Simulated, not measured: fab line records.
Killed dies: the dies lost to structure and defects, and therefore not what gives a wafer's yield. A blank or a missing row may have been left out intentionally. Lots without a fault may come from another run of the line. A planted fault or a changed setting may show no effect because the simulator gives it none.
fab line records	flow n5-finfet
record lots=7	wafers=19	last-day=17
route steps=1938 shown BEOL_M13@1696 PASSIVATION@1936
lots untouched by any fault: they come from a run of this same line in which no faults occurred
start-h: the number of hours between the record's first day and the start of the first shown wafer of the lot	wait-h: time in hours since the lot's previous step	" the same as in the row above	L1.1+2: several wafers, shown together as one row	- value missing, or start not given	* or withheld: withheld	< > ~ a bound
route shown NAME@n: a module of which the file shows steps, and the number in the route of the first	usual: mean and standard deviation over wafers with no fault	same: alike in all rows	chamber/n: place in a boat	sites: the reading at each site	_std_site: how widely they spread, as a standard deviation	_edge_site: the outer-site mean with the inner-site mean subtracted	radius-mm: for every site, how far away it sits from the centre of the wafer	mask NAME#n: copy n	behind: tool/chamber where the wafer was last shaped	hold: why the lot went on hold/how many hours it stayed there/how the hold came to an end	device: which transistor (n, p or np) failed to switch	end of line: the tests these same wafers got at the end of their route	step lacking rows: just its recipe	killed: dies that structure and defects cost at the first sort, which is not the same as the wafer's yield	map: dies across one wafer; x = killed, . = not, _ = none there
set.NAME: setting as actually run; set.NAME@STEP: the setting as run at that earlier step	model.NAME: the simulator's own value behind a step, which no gauge read
lots at some steps of the route; a table a step, a row a wafer
services: from which hour (start-h, from the record's first day; less than 0 if before it) a tool's chamber was out of use, for how many hours, and why
## steps
# step N5_BEOL_M13_TRENCH_ETCH_34
# recipe chemistry=C4F8/O2/Ar	target=SiOC	target-depth-a=4134.7	mask-material=SOC	pressure-mtorr=30	source-w=3000	bias-w=700	Ar_flow_sccm=400	C4F8_flow_sccm=15	O2_flow_sccm=8	he-inner-torr=15	he-outer-torr=30	time-s=162.6	ion-energy-ev=250
# step N5_BEOL_M13_STRIP_70
# recipe chemistry=C4F8/O2/Ar	resist=SiARC	rf-frequency-hz=6e+07
# step N5_BEOL_M13_OCD_MEAS_35
# usual trench-depth-nm=410/6.4
lot.wafer	tool	chamber	start-h	wait-h	trench-depth-nm
L464.3	ocd-01	-	224.42	0.0	408
L464.5	"	-	"	"	415
L464.6	"	-	"	"	406
L468.1	ocd-01	-	260.23	0.0	412
L468.4	"	-	"	"	414
L468.6	"	-	"	"	411
L475.2	ocd-02	-	295.88	0.0	418
L475.6	"	-	"	"	411
L476.2	ocd-01	-	297.47	0.0	400
L476.3	"	-	"	"	401
L476.6	"	-	"	"	406
L477.3	ocd-01	-	318.08	0.0	405
L477.6	"	-	"	"	403
L483.2	ocd-01	-	350.90	0.0	407
L483.3	"	-	"	"	416
L483.4	"	-	"	"	418
L486.1	ocd-02	-	371.54	0.0	400
L486.3	"	-	"	"	412
L486.5	"	-	"	"	401
# step N5_BEOL_M13_STRIP_37
# recipe chemistry=N2/H2	power-w=1000	temp-c=250	h2-frac=0.65	overash-fraction=0.3	pressure-mtorr=withheld	n2-flow-sccm=1750	h2-flow-sccm=3250
# usual drypump-motor-current-A=5.9/0.39	heater-power-w=332/31	n2-flow-sccm=1751/5.2	oes-product-au=0.784/0.011
lot.wafer	tool	chamber	start-h	wait-h	drypump-motor-current-A	heater-power-w	n2-flow-sccm	oes-product-au	rf-hours-counter-h
L464.3	plasma-asher-02	0	224.47	0.1	6.0	354	1756	0.783	-
L464.5	"	1	"	"	5.6	366	1753	0.776	-
L464.6	"	0	"	"	6.0	358	1752	0.761	-
L468.1	plasma-asher-02	1	260.27	0.0	5.6	360	1745	0.782	132
L468.4	"	1	"	"	5.6	354	1754	0.786	-
L468.6	"	1	"	"	5.5	359	1743	0.784	-
L475.2	plasma-asher-02	1	295.92	0.0	5.6	371	1755	0.784	140
L475.6	"	1	"	"	5.5	365	1751	0.790	-
L476.2	plasma-asher-01	1	297.51	0.0	6.5	295	1743	0.783	81
L476.3	"	1	"	"	6.5	287	1755	0.799	-
L476.6	"	0	"	"	5.5	310	1749	0.773	-
L477.3	plasma-asher-01	0	318.14	0.1	5.5	306	1752	0.773	-
L477.6	"	0	"	"	5.6	307	1747	0.778	-
L483.2	plasma-asher-01	1	350.94	0.0	6.5	279	1749	0.800	91
L483.3	"	1	"	"	6.6	296	1748	0.781	-
L483.4	"	0	"	"	5.5	309	1745	0.790	-
L486.1	plasma-asher-02	0	371.58	0.0	6.0	350	1745	0.797	156
L486.3	"	1	"	"	5.5	368	1761	0.788	-
L486.5	"	0	"	"	6.0	350	1747	0.773	-
# step N5_BEOL_M13_ETCH_38
# recipe chemistry=CF4/N2	target=SiCN	target-depth-a=675	taper-deg=2	time-s=71.9	ion-energy-ev=150	mask-material=SiO2	pressure-mtorr=40	source-w=430	bias-w=70	Ar_flow_sccm=100	cf4-flow-sccm=60	n2-flow-sccm=60
# usual drypump-motor-current-A=5.5/0.42	n2-flow-sccm=60.00/0.18	oes-product-au=0.79/0.071	rf-vpp-V=382.2/2.1	showerhead-plenum-p-Torr=2.20/0.08	throttle-valve-pct=15.35/0.14
lot.wafer	tool	chamber	start-h	wait-h	drypump-motor-current-A	n2-flow-sccm	oes-product-au	rf-hours-counter-h	rf-vpp-V	showerhead-plenum-p-Torr	throttle-valve-pct
L464.3	rie-diel-05	1	227.20	-	5.8	60.37	0.87	53	384.5	2.26	15.42
L464.5	"	3	"	"	5.2	59.93	0.82	-	384.0	2.24	15.30
L464.6	"	0	"	"	6.0	59.95	0.82	-	383.7	2.22	15.33
L468.1	rie-diel-02	2	262.53	-	5.9	59.77	0.69	225	381.9	2.16	15.58
L468.4	"	0	"	"	5.1	59.91	0.72	195	381.6	2.19	15.50
L468.6	"	2	"	"	5.9	59.46	0.69	-	380.7	2.16	15.55
L475.2	rie-diel-06	1	296.38	-	4.7	59.86	0.92	11	380.8	2.16	15.14
L475.6	"	3	"	"	5.9	60.06	0.77	-	377.5	2.03	15.23
L476.2	rie-diel-02	1	297.59	-	6.0	59.99	0.75	184	380.3	2.11	15.27
L476.3	"	3	"	"	5.5	60.18	0.71	185	384.5	2.28	15.50
L476.6	"	1	"	"	6.0	59.94	0.74	-	379.3	2.11	15.29
L477.3	rie-diel-05	1	322.09	-	5.9	60.01	0.82	83	383.3	2.25	15.47
L477.6	"	1	"	"	5.9	60.02	0.82	-	382.6	2.25	15.48
L483.2	rie-diel-05	2	354.46	-	5.1	59.98	0.78	118	384.2	2.30	15.28
L483.3	"	3	"	"	5.1	60.18	0.77	99	383.2	2.23	15.39
L483.4	"	1	"	"	5.8	59.74	0.82	93	383.4	2.24	15.51
L486.1	rie-diel-06	1	373.91	-	4.7	60.30	0.86	32	381.0	2.16	15.18
L486.3	"	0	"	"	5.6	59.84	0.83	75	383.6	2.24	15.28
L486.5	"	1	"	"	4.7	60.30	0.86	-	381.0	2.16	15.18
# step N5_BEOL_M13_PRECLEAN_39
# recipe chemistry=residue-remover	time-s=60	temp-c=40
# step N5_BEOL_M13_SRD_40
# recipe time-s=30	temp-c=23	rinse-liquid=diw	dry=n2-spin	spin-rpm=1500	dry-time-s=30
# step N5_BEOL_M13_DEGAS_41
# recipe ambient=vacuum	temp-c=250	time-s=60
# usual heater-power-w=334/48
lot.wafer	tool	chamber	start-h	wait-h	heater-power-w
L464.3	pvd-sputter-03	-	227.72	0.4	297
L464.5	"	-	"	"	344
L464.6	"	-	"	"	301
L468.1	pvd-sputter-03	-	263.00	0.3	421
L468.4	"	-	"	"	343
L468.6	"	-	"	"	309
L475.2	pvd-sputter-03	-	296.71	0.1	303
L475.6	"	-	"	"	294
L476.2	pvd-sputter-03	-	297.86	0.1	294
L476.3	"	-	"	"	419
L476.6	"	-	"	"	296
L477.3	pvd-sputter-03	-	322.46	0.2	305
L477.6	"	-	"	"	424
L483.2	pvd-sputter-03	-	354.88	0.2	424
L483.3	"	-	"	"	307
L483.4	"	-	"	"	349
L486.1	pvd-sputter-03	-	374.49	0.4	436
L486.3	"	-	"	"	299
L486.5	"	-	"	"	308
# step N5_BEOL_M13_PRE_CLEAN_42
# recipe gas=H2/He	time-s=30	temp-c=250
# step N5_BEOL_M13_SPUTTER_43
# recipe material=TaN	target-thk-a=150	temp-c=50	bias-v=168.6	power-w=15000	chamber-pressure-pa=0.12	time-s=24.19
# usual throttle-valve-pct=29.5/1
lot.wafer	tool	chamber	start-h	wait-h	throttle-valve-pct
L464.3	pvd-sputter-03	-	227.80	0.0	30.7
L464.5	"	-	"	"	29.5
L464.6	"	-	"	"	29.6
L468.1	pvd-sputter-03	-	263.08	0.0	27.6
L468.4	"	-	"	"	29.9
L468.6	"	-	"	"	29.6
L475.2	pvd-sputter-03	-	296.79	0.0	29.9
L475.6	"	-	"	"	30.4
L476.2	pvd-sputter-03	-	297.94	0.0	30.6
L476.3	"	-	"	"	27.8
L476.6	"	-	"	"	30.6
L477.3	pvd-sputter-03	-	322.54	0.0	29.6
L477.6	"	-	"	"	27.5
L483.2	pvd-sputter-03	-	354.96	0.0	27.8
L483.3	"	-	"	"	29.8
L483.4	"	-	"	"	29.5
L486.1	pvd-sputter-03	-	374.57	0.0	27.6
L486.3	"	-	"	"	30.3
L486.5	"	-	"	"	29.6
# step N5_BEOL_M13_SPUTTER_44
# recipe material=Ta	target-thk-a=100	temp-c=50	bias-v=80	power-w=15000	chamber-pressure-pa=0.07	time-s=16.13
# step N5_BEOL_M13_SPUTTER_45
# recipe material=Cu	target-thk-a=800	temp-c=-20	bias-v=60	power-w=26000	chamber-pressure-pa=0.13	time-s=13.33
# usual throttle-valve-pct=29.5/1
lot.wafer	tool	chamber	start-h	wait-h	throttle-valve-pct
L464.3	pvd-sputter-03	-	227.96	0.0	30.6
L464.5	"	-	"	"	29.7
L464.6	"	-	"	"	29.7
L468.1	pvd-sputter-03	-	263.24	0.0	27.5
L468.4	"	-	"	"	29.8
L468.6	"	-	"	"	29.7
L475.2	pvd-sputter-03	-	296.95	0.0	29.8
L475.6	"	-	"	"	30.4
L476.2	pvd-sputter-03	-	298.10	0.0	30.3
L476.3	"	-	"	"	27.6
L476.6	"	-	"	"	30.6
L477.3	pvd-sputter-03	-	322.70	0.0	29.7
L477.6	"	-	"	"	27.6
L483.2	pvd-sputter-03	-	355.12	0.0	27.8
L483.3	"	-	"	"	29.8
L483.4	"	-	"	"	29.8
L486.1	pvd-sputter-03	-	374.73	0.0	27.6
L486.3	"	-	"	"	30.5
L486.5	"	-	"	"	29.5
# step N5_BEOL_M13_ECD_47
# recipe material=Cu	target-thk-a=9360
lot.wafer	tool	chamber	start-h	wait-h	model.Cu_of_BEOL_M13_ECD_47.thk-nm
L464.3+6	ecd-cu-02	1	228.12	0.1	944.8
L464.5	"	0	"	"	946
L468.1	ecd-cu-01	1	263.36	0.1	940.6
L468.4	"	1	"	"	945.2
L468.6	"	0	"	"	935.4
L475.2	ecd-cu-01	1	297.06	0.1	932.2
L475.6	"	0	"	"	1826
L476.2	ecd-cu-01	0	298.21	0.1	933.2
L476.3	"	0	"	"	931
L476.6	"	0	"	"	1824
L477.3	ecd-cu-01	0	322.87	0.1	946.4
L477.6	"	0	"	"	1847
L483.2	ecd-cu-02	0	355.24	0.1	930.2
L483.3	"	0	"	"	937.6
L483.4	"	1	"	"	947.6
L486.1	ecd-cu-02	0	374.85	0.1	939
L486.3	"	1	"	"	935.2
L486.5	"	0	"	"	953.2
# step N5_BEOL_M13_ANNEAL_48
# recipe temp-c=225	time-s=90	ambient=N2
# step N5_PASSIVATION_PROBE_49
# usual defect-limited-yield=91.4/1.6	killed_at_M0_to_M3=31/11	killed_at_M4_up=14/5.7	killed-at-contacts=12/6	killed-at-front-end=41/13	killed-at-other=3.3/2.8	killed-dies=101/19	killed-on-rim=13/3.9	killed-open=67/14	killed-short=33/8.2	sort_bin_5_function=5.0/1.1	sort_bin_6_memory=3.3/0.74	sort_bin_8_speed=0.0/0.36	sort-n-pass=1078/20	sort-yield-pct=91.3/1.7
# same gross-dies=1180	killed-at-back-side=0	sort_bin_4_leakage[%]=0
lot.wafer	tool	chamber	start-h	wait-h	defect-limited-yield[%]	killed_at_M0_to_M3	killed_at_M4_up	killed-at-contacts	killed-at-front-end	killed-at-other	killed-dies	killed-on-rim	killed-open	killed-short	sort_bin_5_function[%]	sort_bin_6_memory[%]	sort_bin_8_speed[%]	sort-n-pass	sort-yield-pct[%]
L468.1	prober-02	-	295.69	0.0	90.9	37	16	8	42	4	107	11	68	39	6.1	2.5	0	1073	90.9
L468.4	prober-02	-	295.84	0.2	92.7	18	18	13	32	5	86	13	62	24	4.2	3.0	4.3	1043	88.4
L468.6	prober-02	-	295.94	0.3	92.5	18	14	6	48	3	89	13	56	30	4.2	2.7	0	1091	92.5
L475.2	prober-02	-	328.50	0.1	90.1	70	13	14	16	4	117	14	82	33	5.9	3.9	0	1063	90.1
L475.6	prober-02	-	328.70	0.3	91.5	45	15	21	17	2	100	13	65	33	5.1	3.0	0	1080	91.5
L476.2	prober-02	-	334.46	0.1	91.0	39	8	2	57	0	106	13	71	35	5.3	3.5	0	1074	91.0
L476.3	prober-02	-	334.51	0.1	90.8	37	14	11	46	1	109	14	76	33	5.5	3.5	0	1071	90.8
L476.6	prober-02	-	334.66	0.3	90.5	40	7	4	61	0	112	16	66	44	5.3	3.9	0	1068	90.5
L477.3	prober-01	-	354.87	0.1	92.0	23	20	10	32	9	94	12	60	31	4.7	2.9	0	1086	92.0
L477.6	prober-01	-	355.02	0.3	92.1	41	14	12	23	3	93	9	60	32	4.1	3.6	0	1087	92.1
L483.2	prober-01	-	380.92	0.1	95.3	13	18	7	13	5	56	5	35	20	2.8	1.8	0	1124	95.3
L483.3	prober-01	-	380.97	0.1	91.9	27	17	16	29	6	95	7	57	38	5.2	2.6	0	1085	91.9
L483.4	prober-01	-	381.02	0.2	91.6	26	16	24	30	3	99	10	70	28	5.1	2.9	0	1081	91.6
L486.1	prober-02	-	405.17	0.0	90.3	35	10	17	51	1	114	12	72	42	5.7	3.9	0	1066	90.3
L486.3	prober-02	-	405.27	0.1	93.6	26	10	5	34	1	76	6	52	23	3.9	2.4	0	1104	93.6
L486.5	prober-02	-	405.37	0.2	90.9	27	10	13	57	0	107	9	74	32	5.8	2.9	0	1073	90.9
# killed by level:class
L468.1 BEOL_M0_SAQP:geometric-particle:open=18 BEOL_M0_SAQP:geometric-particle:short=12 BEOL_M4:geometric-particle:open=8 FIN_SAQP:geometric-particle:open=7 DUMMY_GATE:geometric-particle:open=6 MOL_CONTACT_COAG:geometric-particle:open=6 STI_FIN_REVEAL:geometric-particle:open=5 GATE_CUT:geometric-particle:short=5
L468.4 FIN_SAQP:geometric-particle:open=11 MOL_CONTACT_COAG:geometric-particle:open=10 BEOL_M4:geometric-particle:open=6 BEOL_M3:geometric-particle:open=5 ILD0:geometric-particle:open=4 STARTING-WAFER:geometric-particle:short=4 FIN_SAQP:geometric-particle:short=3 STI_FIN_REVEAL:geometric-particle:open=3
L468.6 STI_FIN_REVEAL:geometric-particle:open=16 FIN_SAQP:geometric-particle:short=5 STI_FIN_REVEAL:geometric-particle:short=5 MOL_CONTACT_COAG:geometric-particle:open=5 BEOL_M0_SAQP:geometric-particle:short=5 FIN_SAQP:geometric-particle:open=4 BEOL_M4:geometric-particle:open=4 BEOL_M0_SAQP:geometric-particle:open=3
L475.2 BEOL_M2:geometric-particle:open=23 BEOL_M3:geometric-particle:open=15 MOL_CONTACT_COAG:geometric-particle:open=12 BEOL_M1:geometric-particle:open=11 BEOL_M3:geometric-particle:short=6 BEOL_M2:geometric-particle:short=6 GATE_CUT:geometric-particle:short=5 BEOL_M7:geometric-particle:open=4
L475.6 MOL_CONTACT_COAG:geometric-particle:open=16 BEOL_M3:geometric-particle:open=10 BEOL_M2:geometric-particle:open=9 BEOL_M0_SAQP:geometric-particle:open=6 MOL_CONTACT_COAG:geometric-particle:short=5 BEOL_M0_SAQP:geometric-particle:short=5 BEOL_M1:geometric-particle:open=5 BEOL_M4:geometric-particle:open=5
L476.2 BEOL_M1:geometric-particle:open=12 GATE_CUT:geometric-particle:open=11 GATE_CUT:geometric-particle:short=10 BEOL_M0_SAQP:geometric-particle:open=8 FIN_SAQP:geometric-particle:short=7 STI_FIN_REVEAL:geometric-particle:open=7 BEOL_M0_SAQP:geometric-particle:short=7 FIN_SAQP:geometric-particle:open=5
L476.3 BEOL_M0_SAQP:geometric-particle:short=11 STI_FIN_REVEAL:geometric-particle:open=9 FIN_SAQP:geometric-particle:short=8 MOL_CONTACT_COAG:geometric-particle:open=8 BEOL_M1:geometric-particle:open=8 FIN_SAQP:geometric-particle:open=7 BEOL_M3:geometric-particle:open=6 DUMMY_GATE:geometric-particle:open=5
L476.6 STI_FIN_REVEAL:geometric-particle:open=15 BEOL_M1:geometric-particle:open=10 GATE_CUT:geometric-particle:short=9 BEOL_M0_SAQP:geometric-particle:open=9 BEOL_M0_SAQP:geometric-particle:short=9 FIN_SAQP:geometric-particle:open=8 FIN_SAQP:geometric-particle:short=6 GATE_CUT:geometric-particle:open=5
L477.3 BEOL_M4:geometric-particle:open=12 BEOL_M3:geometric-particle:open=9 FIN_SAQP:geometric-particle:short=7 STI_FIN_REVEAL:geometric-particle:open=7 MOL_CONTACT_COAG:geometric-particle:open=7 BEOL_M1:geometric-particle:open=5 FIN_SAQP:geometric-particle:open=4 MIM_TOP_ETCH:geometric-particle:short=4
L477.6 BEOL_M0_SAQP:geometric-particle:short=9 BEOL_M1:geometric-particle:open=9 MOL_CONTACT_COAG:geometric-particle:open=8 STI_FIN_REVEAL:geometric-particle:open=6 BEOL_M0_SAQP:geometric-particle:open=6 BEOL_M2:geometric-particle:open=6 BEOL_M4:geometric-particle:open=6 FIN_SAQP:geometric-particle:open=5
L483.2 BEOL_M5:geometric-particle:open=9 BEOL_M0_SAQP:geometric-particle:short=5 MOL_CONTACT_COAG:geometric-particle:open=4 BEOL_M3:geometric-particle:open=4 FIN_SAQP:geometric-particle:open=3 MOL_CONTACT_COAG:geometric-particle:short=3 BEOL_M4:geometric-particle:open=3 BEOL_M7:geometric-particle:open=3
L483.3 MOL_CONTACT_COAG:geometric-particle:open=9 STI_FIN_REVEAL:geometric-particle:open=8 MOL_CONTACT_COAG:geometric-particle:short=7 DUMMY_GATE:geometric-particle:open=6 BEOL_M2:geometric-particle:open=6 BEOL_M5:geometric-particle:open=6 BEOL_M0_SAQP:geometric-particle:open=5 BEOL_M3:geometric-particle:open=5
L483.4 MOL_CONTACT_COAG:geometric-particle:open=19 STI_FIN_REVEAL:geometric-particle:open=9 FIN_SAQP:geometric-particle:open=7 BEOL_M0_SAQP:geometric-particle:short=6 BEOL_M0_SAQP:geometric-particle:open=6 MOL_CONTACT_COAG:geometric-particle:short=5 BEOL_M4:geometric-particle:open=5 BEOL_M2:geometric-particle:open=4
L486.1 FIN_SAQP:geometric-particle:open=16 MOL_CONTACT_COAG:geometric-particle:open=15 BEOL_M0_SAQP:geometric-particle:short=15 FIN_SAQP:geometric-particle:short=13 BEOL_M0_SAQP:geometric-particle:open=10 STI_FIN_REVEAL:geometric-particle:open=5 BEOL_M3:geometric-particle:open=5 ILD0:geometric-particle:open=3
L486.3 FIN_SAQP:geometric-particle:open=17 BEOL_M2:geometric-particle:open=8 FIN_SAQP:geometric-particle:short=5 BEOL_M0_SAQP:geometric-particle:short=5 BEOL_M0_SAQP:geometric-particle:open=4 BEOL_M1:geometric-particle:open=3 MOL_CONTACT_COAG:geometric-particle:open=3 BEOL_M4:geometric-particle:open=3
L486.5 FIN_SAQP:geometric-particle:open=14 MOL_CONTACT_COAG:geometric-particle:open=12 FIN_SAQP:geometric-particle:short=11 BEOL_M0_SAQP:geometric-particle:open=9 STI_FIN_REVEAL:geometric-particle:open=8 BEOL_M0_SAQP:geometric-particle:short=8 BEOL_M4:geometric-particle:open=6 BEOL_M3:geometric-particle:open=5
## services
tool	chamber	start-h	hours	kind
rie-diel-05	2	208.68	3.8	repair
ecd-cu-02	-	210.67	4.5	pm
plasma-asher-02	-	218.43	2.0	repair
ecd-cu-02	-	219.01	0.9	repair
rie-diel-05	0	221.63	2.8	repair
rie-diel-06	1	237.52	-	clean
rie-diel-06	1	237.52	-	consumable-replace:focus-ring
rie-diel-06	1	237.52	21.4	scheduled-down
rie-diel-06	1	237.52	21.4	vent-cycle
rie-diel-06	3	272.94	8.2	repair
rie-diel-05	2	292.50	6.9	repair
rie-diel-06	3	335.24	4.3	repair
rie-diel-02	2	345.20	-	clean
rie-diel-02	2	345.20	-	consumable-replace:focus-ring
rie-diel-02	2	345.20	14.0	scheduled-down
rie-diel-02	2	345.20	14.0	vent-cycle
rie-diel-06	1	347.84	8.6	repair
rie-diel-06	-	358.55	0.9	repair
rie-diel-05	1	359.64	5.6	repair
rie-diel-05	-	365.21	1.2	repair
plasma-asher-01	-	373.28	2.8	pm
## key
first-sign none at tools or gauges
model-effect step=N5_BEOL_M13_ECD_47	value=Cu_of_BEOL_M13_ECD_47.thk-nm	without=942.4	struck=1832
met-at N5_BEOL_M13_ECD_47
struck-wafers L475.6,L476.6,L477.6
onset-between 263.36 297.06
fault kind=process-parameter-drift	tool=ecd-cu-01	chamber=-	onset-h=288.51	steps=N5_BEOL_M13_ECD_47	channel=target-thk-a	offset=*	shape=step	end-h=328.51	scope=struck-wafers-only	acts-in=*	stated=*
